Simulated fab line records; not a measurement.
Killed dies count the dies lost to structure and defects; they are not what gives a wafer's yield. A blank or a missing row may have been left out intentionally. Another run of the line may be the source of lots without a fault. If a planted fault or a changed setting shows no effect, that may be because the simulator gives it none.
What tool caused it? || flow nand harc || 36 wafers from 12 lots sampled at 5 of the route's 1302 steps

## WHAT THE GAUGES READ, wafer by wafer
NHARC_END_SORT_01.
{"lot": "L893", "measured": "day 25 00:10", "on": "prober-01", "killed at array": "29 20 17", "killed at other": "3 1 0", "killed at periphery": "3 4 4", "killed dies": "35 25 21", "killed open": "2 1 3", "killed short": "4 2 2"}

## WHAT TOOL EACH LOT RAN ON (gives the tool, then ch and the chambers of the sampled wafers, and finally the start)
{"lot": "L890", "NHARC_A_STAIRCASE_CMP_450": "cmp-02 ch 0,1,3, day 19 01:23", "NHARC_A_STAIRCASE_CMP_152": "cmp-02 ch 0,1,3, day 19 01:28", "NHARC_A_STAIRCASE_CMP_472": "cmp-03 ch 1,2,3, day 19 02:50", "NHARC_A_SGD_CUT_ETCH_59": "rie diel-08 ch 0,1, day 19 04:20"}
{"lot": "L892", "NHARC_A_STAIRCASE_CMP_450": "cmp-02 ch 1,2,3, day 19 21:23", "NHARC_A_STAIRCASE_CMP_152": "cmp-02 ch 1,2,3, day 19 21:27", "NHARC_A_STAIRCASE_CMP_472": "cmp-02 ch 0,2,3, day 19 22:54", "NHARC_A_SGD_CUT_ETCH_59": "rie diel-11 ch 1,2,3, day 20 00:16"}
{"lot": "L893", "NHARC_A_STAIRCASE_CMP_450": "cmp-03 ch 0,3, day 19 21:32", "NHARC_A_STAIRCASE_CMP_152": "cmp-03 ch 0,3, day 19 21:37", "NHARC_A_STAIRCASE_CMP_472": "cmp-03 ch 1,2,3, day 19 23:05", "NHARC_A_SGD_CUT_ETCH_59": "rie diel-08 ch 0,1,3, day 20 00:40"}
{"lot": "L891", "NHARC_A_STAIRCASE_CMP_450": "cmp-04 ch 0,1,2, day 19 21:41", "NHARC_A_STAIRCASE_CMP_152": "cmp-04 ch 0,1,2, day 19 21:46", "NHARC_A_STAIRCASE_CMP_472": "cmp-02 ch 0,2,3, day 19 23:08", "NHARC_A_SGD_CUT_ETCH_59": "rie diel-11 ch 0,1,2, day 20 00:44"}
{"lot": "L897", "NHARC_A_STAIRCASE_CMP_450": "cmp-03 ch 0,2, day 22 03:05", "NHARC_A_STAIRCASE_CMP_152": "cmp-03 ch 0,2, day 22 03:09", "NHARC_A_STAIRCASE_CMP_472": "cmp-04 ch 0,1,2, day 22 04:32", "NHARC_A_SGD_CUT_ETCH_59": "rie diel-08 ch 0,1,2, day 22 06:02"}
{"lot": "L898", "NHARC_A_STAIRCASE_CMP_450": "cmp-04 ch 0,2,3, day 23 01:04", "NHARC_A_STAIRCASE_CMP_152": "cmp-04 ch 0,2,3, day 23 01:08", "NHARC_A_STAIRCASE_CMP_472": "cmp-03 ch 0,1,3, day 23 05:28", "NHARC_A_SGD_CUT_ETCH_59": "rie diel-08 ch 1,2,3, day 23 06:52"}
{"lot": "L899", "NHARC_A_STAIRCASE_CMP_450": "cmp-03 ch 0,1,2, day 23 07:50", "NHARC_A_STAIRCASE_CMP_152": "cmp-03 ch 0,1,2, day 23 07:55", "NHARC_A_STAIRCASE_CMP_472": "cmp-02 ch 0,2,3, day 23 09:33", "NHARC_A_SGD_CUT_ETCH_59": "rie diel-08 ch 1,2,3, day 23 11:02"}
{"lot": "L906", "NHARC_A_STAIRCASE_CMP_450": "cmp-02 ch 1,2,3, day 25 17:24", "NHARC_A_STAIRCASE_CMP_152": "cmp-02 ch 1,2,3, day 25 17:28", "NHARC_A_STAIRCASE_CMP_472": "cmp-03 ch 2,3, day 25 18:54", "NHARC_A_SGD_CUT_ETCH_59": "rie diel-09 ch 0,1,3, day 25 20:18"}
{"lot": "L908", "NHARC_A_STAIRCASE_CMP_450": "cmp-03 ch 0,1,2, day 26 15:10", "NHARC_A_STAIRCASE_CMP_152": "cmp-03 ch 0,1,2, day 26 15:15", "NHARC_A_STAIRCASE_CMP_472": "cmp-04 ch 0,1,2, day 26 16:39", "NHARC_A_SGD_CUT_ETCH_59": "rie diel-09 ch 2,3, day 26 18:07"}
{"lot": "L909", "NHARC_A_STAIRCASE_CMP_450": "cmp-04 ch 0,1,3, day 26 15:26", "NHARC_A_STAIRCASE_CMP_152": "cmp-04 ch 0,1,3, day 26 15:30", "NHARC_A_STAIRCASE_CMP_472": "cmp-02 ch 0,2,3, day 26 16:55", "NHARC_A_SGD_CUT_ETCH_59": "rie diel-08 ch 1,2, day 26 18:31"}
{"lot": "L910", "NHARC_A_STAIRCASE_CMP_450": "cmp-04 ch 2,3, day 27 00:58", "NHARC_A_STAIRCASE_CMP_152": "cmp-04 ch 2,3, day 27 01:02", "NHARC_A_STAIRCASE_CMP_472": "cmp-03 ch 1,2,3, day 27 02:39", "NHARC_A_SGD_CUT_ETCH_59": "rie diel-08 ch 0,1, day 27 04:14"}
{"lot": "L913", "NHARC_A_STAIRCASE_CMP_450": "cmp-04 ch 0,1,2, day 28 00:53", "NHARC_A_STAIRCASE_CMP_152": "cmp-04 ch 0,1,2, day 28 00:57", "NHARC_A_STAIRCASE_CMP_472": "cmp-03 ch 2,3, day 28 02:18", "NHARC_A_SGD_CUT_ETCH_59": "rie diel-11 ch 0,2,3, day 28 03:56"}
- NHARC_A_STAIRCASE_CMP_450: polishes SiO2, target thk 200 nm.
- NHARC_A_STAIRCASE_CMP_152: polishes.
- NHARC_A_STAIRCASE_CMP_472: polishes SiO2.
- NHARC_A_SGD_CUT_ETCH_59: etches the open film in N2/H2, target depth 260 nm, time 406.25 s.

## WHAT THE TOOLS THEMSELVES READ (means of the sampled wafers that have a number; where no wafer has one, the mark that the record gives instead)
NHARC_A_STAIRCASE_CMP_450.
{"lot": "L890", "tool": "cmp-02", "motor current A (A)": 11.1, "slurry flow ml min": 149.5}
{"lot": "L892", "tool": "cmp-02", "motor current A (A)": 10.8, "slurry flow ml min": 150.5}
{"lot": "L893", "tool": "cmp-03", "motor current A (A)": 12.3, "slurry flow ml min": 150.0}
{"lot": "L891", "tool": "cmp-04", "motor current A (A)": 11.2, "slurry flow ml min": 149.7}
{"lot": "L897", "tool": "cmp-03", "motor current A (A)": 12.0, "slurry flow ml min": 150.0}
{"lot": "L898", "tool": "cmp-04", "motor current A (A)": 12.2, "slurry flow ml min": 150.1}
{"lot": "L899", "tool": "cmp-03", "motor current A (A)": 12.7, "slurry flow ml min": 149.6}
{"lot": "L906", "tool": "cmp-02", "motor current A (A)": 10.5, "slurry flow ml min": 150.7}
{"lot": "L908", "tool": "cmp-03", "motor current A (A)": 12.5, "slurry flow ml min": 150.1}
{"lot": "L909", "tool": "cmp-04", "motor current A (A)": 10.6, "slurry flow ml min": 150.2}
{"lot": "L910", "tool": "cmp-04", "motor current A (A)": 13.3, "slurry flow ml min": 150.2}
{"lot": "L913", "tool": "cmp-04", "motor current A (A)": 11.4, "slurry flow ml min": 150.1}

NHARC_A_STAIRCASE_CMP_152.
{"lot": "L890", "tool": "cmp-02", "motor current A (A)": 11.3, "slurry flow ml min": 150.1}
{"lot": "L892", "tool": "cmp-02", "motor current A (A)": 10.7, "slurry flow ml min": 150.0}
{"lot": "L893", "tool": "cmp-03", "motor current A (A)": 12.0, "slurry flow ml min": 149.8}
{"lot": "L891", "tool": "cmp-04", "motor current A (A)": 11.4, "slurry flow ml min": 150.0}
{"lot": "L897", "tool": "cmp-03", "motor current A (A)": 12.3, "slurry flow ml min": 150.0}
{"lot": "L898", "tool": "cmp-04", "motor current A (A)": 12.1, "slurry flow ml min": 150.4}
{"lot": "L899", "tool": "cmp-03", "motor current A (A)": 12.8, "slurry flow ml min": 149.6}
{"lot": "L906", "tool": "cmp-02", "motor current A (A)": 10.8, "slurry flow ml min": 149.9}
{"lot": "L908", "tool": "cmp-03", "motor current A (A)": 12.6, "slurry flow ml min": 149.9}
{"lot": "L909", "tool": "cmp-04", "motor current A (A)": 10.9, "slurry flow ml min": 150.1}
{"lot": "L910", "tool": "cmp-04", "motor current A (A)": 13.0, "slurry flow ml min": 150.2}
{"lot": "L913", "tool": "cmp-04", "motor current A (A)": 11.6, "slurry flow ml min": 149.5}

NHARC_A_STAIRCASE_CMP_472.
{"lot": "L890", "tool": "cmp-03", "motor current A (A)": 12.8, "slurry flow ml min": 150.2}
{"lot": "L892", "tool": "cmp-02", "motor current A (A)": 11.5, "slurry flow ml min": 150.1}
{"lot": "L893", "tool": "cmp-03", "motor current A (A)": 13.6, "slurry flow ml min": 150.2}
{"lot": "L891", "tool": "cmp-02", "motor current A (A)": 11.6, "slurry flow ml min": 150.1}
{"lot": "L897", "tool": "cmp-04", "motor current A (A)": 11.5, "slurry flow ml min": 150.2}
{"lot": "L898", "tool": "cmp-03", "motor current A (A)": 12.6, "slurry flow ml min": 149.9}
{"lot": "L899", "tool": "cmp-02", "motor current A (A)": 11.5, "slurry flow ml min": 149.9}
{"lot": "L906", "tool": "cmp-03", "motor current A (A)": 12.7, "slurry flow ml min": 149.9}
{"lot": "L908", "tool": "cmp-04", "motor current A (A)": 11.5, "slurry flow ml min": 149.9}
{"lot": "L909", "tool": "cmp-02", "motor current A (A)": 11.8, "slurry flow ml min": 150.0}
{"lot": "L910", "tool": "cmp-03", "motor current A (A)": 12.4, "slurry flow ml min": 150.1}
{"lot": "L913", "tool": "cmp-03", "motor current A (A)": 13.3, "slurry flow ml min": 149.9}

NHARC_A_SGD_CUT_ETCH_59.
{"lot": "L890", "tool": "rie diel-08", "drypump motor current A (A)": 5.5, "n2 flow sccm (sccm)": 149.8, "oes product au (a.u.)": 1.007, "rf vpp V (V)": 428.0, "run length s (s)": 427.6, "showerhead plenum p Torr (Torr)": 1.95, "throttle valve pct (%)": 14.171}
{"lot": "L892", "tool": "rie diel-11", "drypump motor current A (A)": 5.7, "n2 flow sccm (sccm)": 149.9, "oes product au (a.u.)": 1.004, "rf vpp V (V)": 430.6, "run length s (s)": 427.3, "showerhead plenum p Torr (Torr)": 2.05, "throttle valve pct (%)": 14.175}
{"lot": "L893", "tool": "rie diel-08", "drypump motor current A (A)": 5.5, "n2 flow sccm (sccm)": 149.9, "oes product au (a.u.)": 0.999, "rf vpp V (V)": 428.8, "run length s (s)": 427.2, "showerhead plenum p Torr (Torr)": 1.98, "throttle valve pct (%)": 14.162}
{"lot": "L891", "tool": "rie diel-11", "drypump motor current A (A)": 5.9, "n2 flow sccm (sccm)": 149.9, "oes product au (a.u.)": 1.005, "rf vpp V (V)": 430.4, "run length s (s)": 427.6, "showerhead plenum p Torr (Torr)": 2.03, "throttle valve pct (%)": 14.168}
{"lot": "L897", "tool": "rie diel-08", "drypump motor current A (A)": 5.6, "n2 flow sccm (sccm)": 149.8, "oes product au (a.u.)": 0.998, "rf vpp V (V)": 429.1, "run length s (s)": 435.0, "showerhead plenum p Torr (Torr)": 2.00, "throttle valve pct (%)": 14.172}
{"lot": "L898", "tool": "rie diel-08", "drypump motor current A (A)": 5.8, "n2 flow sccm (sccm)": 149.6, "oes product au (a.u.)": 0.994, "rf vpp V (V)": 429.1, "run length s (s)": 434.9, "showerhead plenum p Torr (Torr)": 1.97, "throttle valve pct (%)": 14.167}
{"lot": "L899", "tool": "rie diel-08", "drypump motor current A (A)": 5.8, "n2 flow sccm (sccm)": 150.0, "oes product au (a.u.)": 1.003, "rf vpp V (V)": 428.7, "run length s (s)": 442.8, "showerhead plenum p Torr (Torr)": 1.97, "throttle valve pct (%)": 14.180}
{"lot": "L906", "tool": "rie diel-09", "drypump motor current A (A)": 6.2, "n2 flow sccm (sccm)": 150.1, "oes product au (a.u.)": 0.996, "rf vpp V (V)": 429.5, "run length s (s)": 427.0, "showerhead plenum p Torr (Torr)": 1.99, "throttle valve pct (%)": 14.170}
{"lot": "L908", "tool": "rie diel-09", "drypump motor current A (A)": 6.0, "n2 flow sccm (sccm)": 149.8, "oes product au (a.u.)": 0.999, "rf vpp V (V)": 426.5, "run length s (s)": 426.9, "showerhead plenum p Torr (Torr)": 1.92, "throttle valve pct (%)": 14.169}
{"lot": "L909", "tool": "rie diel-08", "drypump motor current A (A)": 5.9, "n2 flow sccm (sccm)": 149.9, "oes product au (a.u.)": 0.998, "rf vpp V (V)": 428.5, "run length s (s)": 427.0, "showerhead plenum p Torr (Torr)": 1.99, "throttle valve pct (%)": 14.172}
{"lot": "L910", "tool": "rie diel-08", "drypump motor current A (A)": 5.2, "n2 flow sccm (sccm)": 150.3, "oes product au (a.u.)": 1.000, "rf vpp V (V)": 430.9, "run length s (s)": 427.3, "showerhead plenum p Torr (Torr)": 2.01, "throttle valve pct (%)": 14.170}
{"lot": "L913", "tool": "rie diel-11", "drypump motor current A (A)": 6.0, "n2 flow sccm (sccm)": 150.0, "oes product au (a.u.)": 0.998, "rf vpp V (V)": 430.4, "run length s (s)": 427.1, "showerhead plenum p Torr (Torr)": 2.04, "throttle valve pct (%)": 14.168}

## THE ANSWER, worked out from the rows above alone
Rule: the lots themselves supply what counts as usual. The widest of any qualifying gaps counts: lots, ordered by their means at a reading, are off when they make up no more than a third of the lots, leave a main group of 4 or more, and stand apart from it by 3 or more times the standard deviation of that group's means. A main group whose means are all the same, to the digits that the tables above print for the reading, isn't used. Also off: a lot with no number at a reading for which 4 or more lots have one. The other lots that the step has rows for count as sound. First the gauges in route order, then the tools' own readings, where a lot's mean is used as printed above. At the first step where some lot is off, the reading lying furthest off is the one used; lots without a number count as furthest.
Off: L897, L898, L899, at NHARC_A_SGD_CUT_ETCH_59 (run length s). The main group has a mean of 427.2 s with a standard deviation of 0.24.
If a tool, at that step or one of the process steps before it, ran each lot that is off and ran no sound lot following the first of them, it fits. Not one of the candidates tried fits.

## WHAT WAS PUT IN BY THE SIMULATOR
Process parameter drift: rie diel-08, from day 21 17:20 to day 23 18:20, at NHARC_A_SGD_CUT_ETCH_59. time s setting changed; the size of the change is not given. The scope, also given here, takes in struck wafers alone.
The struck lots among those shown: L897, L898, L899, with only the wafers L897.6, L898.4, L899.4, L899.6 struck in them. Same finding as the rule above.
